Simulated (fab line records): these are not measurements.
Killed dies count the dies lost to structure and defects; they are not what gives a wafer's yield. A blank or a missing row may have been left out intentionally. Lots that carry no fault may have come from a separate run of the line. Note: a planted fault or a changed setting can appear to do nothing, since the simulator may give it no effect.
Which of the tools did it? -- flow nandHarc -- 36 wafers from 12 lots sampled at 6 of the route's 1302 steps

WHAT THE GAUGES SHOWED, per wafer
NHARC_A_SGD_CUT_THK_MEAS_22: measures by ellipsometry.
lot,measured,on,thkNm (nm)
L075,day 19 22:22,filmMetro-01,149.7 147.3 146.6
L076,day 20 22:05,filmMetro-01,147.5 148.6 148.0
L079,day 21 11:16,filmMetro-02,148.7 148.5 147.3
L080,day 21 22:52,filmMetro-01,149.6 148.1 148.8
L083,day 23 22:23,filmMetro-01,148.1 148.4 146.3
L085,day 24 11:05,filmMetro-01,144.9 148.8 150.7
L089,day 25 07:33,filmMetro-02,147.4 149.4 148.4
L088,day 25 20:19,filmMetro-01,150.2 145.6 149.6
L091,day 27 08:42,filmMetro-01,148.1 147.7 148.5
L093,day 27 16:20,filmMetro-01,149.9 147.1 149.6
L094,day 27 21:04,filmMetro-01,147.0 148.4 148.6
L097,day 29 02:11,filmMetro-01,146.9 150.7 151.2

WHICH TOOL RAN EACH LOT (tool, then ch and the chambers of the sampled wafers, then the start)
lot,NHARC_A_STAIRCASE_DESCUM_312,NHARC_A_STAIRCASE_ETCH_315,NHARC_A_STAIRCASE_STRIP_446,NHARC_A_STAIRCASE_CMP_152,NHARC_A_SGD_CUT_ETCH_15
L075,"rieDiel-13 ch 0,3, day 17 11:34","rieDiel-13 ch 0,3, day 19 12:03 or earlier","plasmaAsher-02 ch 0,1, day 19 12:03","cmp-04 ch 0,1,3, day 19 12:55","rieDiel-08 ch 0,1,3, day 19 22:22 or earlier"
L076,"rieDiel-04 ch 1,2,3, day 18 06:27","rieDiel-04 ch 1,2,3, day 20 10:43 or earlier","plasmaAsher-02 ch 0,1, day 20 10:43","cmp-03 ch 1,2,3, day 20 11:37","rieDiel-08 ch 0,1,2, day 20 22:05 or earlier"
L079,"rieDiel-13 ch 1,2, day 18 23:49","rieDiel-13 ch 1,2,3, day 20 22:17 or earlier","plasmaAsher-01 ch 0,1, day 20 22:17","cmp-01 ch 0,1,3, day 20 23:09","rieDiel-08 ch 0,2, day 21 11:16 or earlier"
L080,"rieDiel-04 ch 2,3, day 19 11:55","rieDiel-04 ch 0,1,2, day 21 13:33 or earlier","plasmaAsher-01 ch 0,1, day 21 13:33","cmp-01 ch 0,1,2, day 21 14:22","rieDiel-02 ch 0,1,3, day 21 22:52 or earlier"
L083,"rieDiel-13 ch 1,3, day 21 11:49","rieDiel-13 ch 0,2, day 23 12:50 or earlier","plasmaAsher-01 ch 0,1, day 23 12:50","cmp-01 ch 2,3, day 23 13:42","rieDiel-03 ch 0,3, day 23 22:23 or earlier"
L085,"rieDiel-13 ch 1,2,3, day 21 20:26","rieDiel-13 ch 2,3, day 24 00:52 or earlier","plasmaAsher-02 ch 0,1, day 24 00:52","cmp-03 ch 0,2, day 24 01:45","rieDiel-02 ch 0,2, day 24 11:05 or earlier"
L089,"rieDiel-04 ch 0,1,2, day 23 03:52","rieDiel-04 ch 0,1,3, day 24 21:53 or earlier","plasmaAsher-01 ch 0,1, day 24 21:53","cmp-01 ch 2,3, day 24 22:38","rieDiel-03 ch 0,1, day 25 07:33 or earlier"
L088,"rieDiel-12 ch 1,2,3, day 23 11:53","rieDiel-12 ch 1,2,3, day 25 10:51 or earlier","plasmaAsher-01 ch 0,1, day 25 10:51","cmp-04 ch 0,1,3, day 25 11:43","rieDiel-03 ch 0,2,3, day 25 20:19 or earlier"
L091,"rieDiel-13 ch 0,2,3, day 24 10:42","rieDiel-13 ch 1,2,3, day 26 22:19 or earlier","plasmaAsher-02 ch 0,1, day 26 22:19","cmp-03 ch 1,2,3, day 26 23:08","rieDiel-02 ch 0,2, day 27 08:42 or earlier"
L093,"rieDiel-04 ch 0,1,2, day 24 23:05","rieDiel-04 ch 0,1,3, day 27 06:47 or earlier","plasmaAsher-02 ch 0, day 27 06:47","cmp-01 ch 0,1,2, day 27 07:37","rieDiel-03 ch 2,3, day 27 16:20 or earlier"
L094,"rieDiel-12 ch 0,1,2, day 25 08:50","rieDiel-12 ch 0,2,3, day 27 10:22 or earlier","plasmaAsher-02 ch 0,1, day 27 10:22","cmp-04 ch 1,2,3, day 27 11:10","rieDiel-02 ch 2,3, day 27 14:31"
L097,"rieDiel-12 ch 0,2,3, day 26 18:35","rieDiel-12 ch 0,3, day 28 15:58 or earlier","plasmaAsher-02 ch 0,1, day 28 15:58","cmp-01 ch 1,2, day 28 16:46","rieDiel-08 ch 2,3, day 29 02:11 or earlier"
- NHARC_A_STAIRCASE_DESCUM_312: chemistry O2, time 3 s.
- NHARC_A_STAIRCASE_ETCH_315: etches the open film in C4F8/O2/Ar, target depth 2500 nm, time 607.1 s.
- NHARC_A_STAIRCASE_STRIP_446: strips in O2.
- NHARC_A_STAIRCASE_CMP_152: polishes.
- NHARC_A_SGD_CUT_ETCH_15: etches the open film in CH3F/O2, target depth 75 nm, time 64.3 s.

THE ANSWER, worked out from the rows above alone
Rule: the lots themselves supply what counts as usual. Put in order of their means at a reading, lots are off if they are a third of the lots or fewer, leave a main group of 4 or more, and stand apart from it by a gap of 3 or more times the standard deviation of the main group's means; of several such gaps the widest counts. Not used: any main group whose means are identical at the precision the tables above print for the reading. A lot without any number at a reading at which 4 lots or more have one is off too. All remaining lots with rows at the step are treated as sound.
Across all readings shown, no lot is off: no conclusion can be drawn from this.

WHAT THE SIMULATOR PUT IN
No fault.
